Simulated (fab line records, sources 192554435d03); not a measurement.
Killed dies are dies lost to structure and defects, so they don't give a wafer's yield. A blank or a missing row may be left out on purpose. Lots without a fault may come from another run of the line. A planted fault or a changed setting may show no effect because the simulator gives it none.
Chamber matching | flow n5_finfet | N5_GATE_CUT_CMP_61 on cmp-04: 4 sister chambers
The step polishes, stops on SiNx, t overpolish 3 s. 8 wafers are shown with their chamber, then 8 later ones without.

WAFERS WITH THEIR CHAMBER
wafer  | chamber | motor_current_A (A) | edge_zone_pressure_frac
L077.2 | 3       | 12.5                | 1.006
L077.4 | 1       | 11.8                | 1.003
L077.6 | 1       | 12.0                | 1.008
L081.4 | 3       | 12.1                | 0.996
L086.2 | 0       | 11.1                | 0.997
L090.2 | 0       | 11.4                | 1.003
L090.6 | 2       | 13.7                | 0.988
L091.2 | 2       | 13.3                | 1.002

WAFERS WITHOUT THEIR CHAMBER
wafer  | motor_current_A (A) | edge_zone_pressure_frac
L091.3 | 10.3                | 1.002
L091.6 | 11.0                | 1.004
L092.2 | 10.7                | 1.003
L092.3 | 13.1                | 1.003
L092.4 | 11.7                | 0.998
L096.1 | 10.9                | 0.997
L096.3 | 12.1                | 0.997
L096.4 | 12.2                | 1.006

WHICH CHAMBER EACH WENT THROUGH
wafer  | from the rows above          | in truth
L091.3 | 0                            | 0
L091.6 | 0                            | 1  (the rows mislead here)
L092.2 | 0                            | 0
L092.3 | can't be placed: 2 or 3      | 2
L092.4 | can't be placed: 1 or 0 or 3 | 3
L096.1 | 0                            | 0
L096.3 | can't be placed: 3 or 1      | 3
L096.4 | can't be placed: 3 or 1      | 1
Placed correctly: 3 of 8. Can't be placed from these rows: 4 (the true chamber is among the candidates in 4). Placed wrongly: 1.
How it was worked out, from the rows above alone: a wafer's distance from a chamber is the root of the sum, over the readings, of the square of ((its reading less the chamber's mean) divided by the reading's scatter). The wafer belongs to the nearest chamber; if the next one is less than 2 further off, it can't be placed. A chamber's mean is the mean of its shown wafers. The scatter: the root of (the sum of the squares of (reading less its chamber's mean) over the shown wafers, divided by (wafers less chambers)).
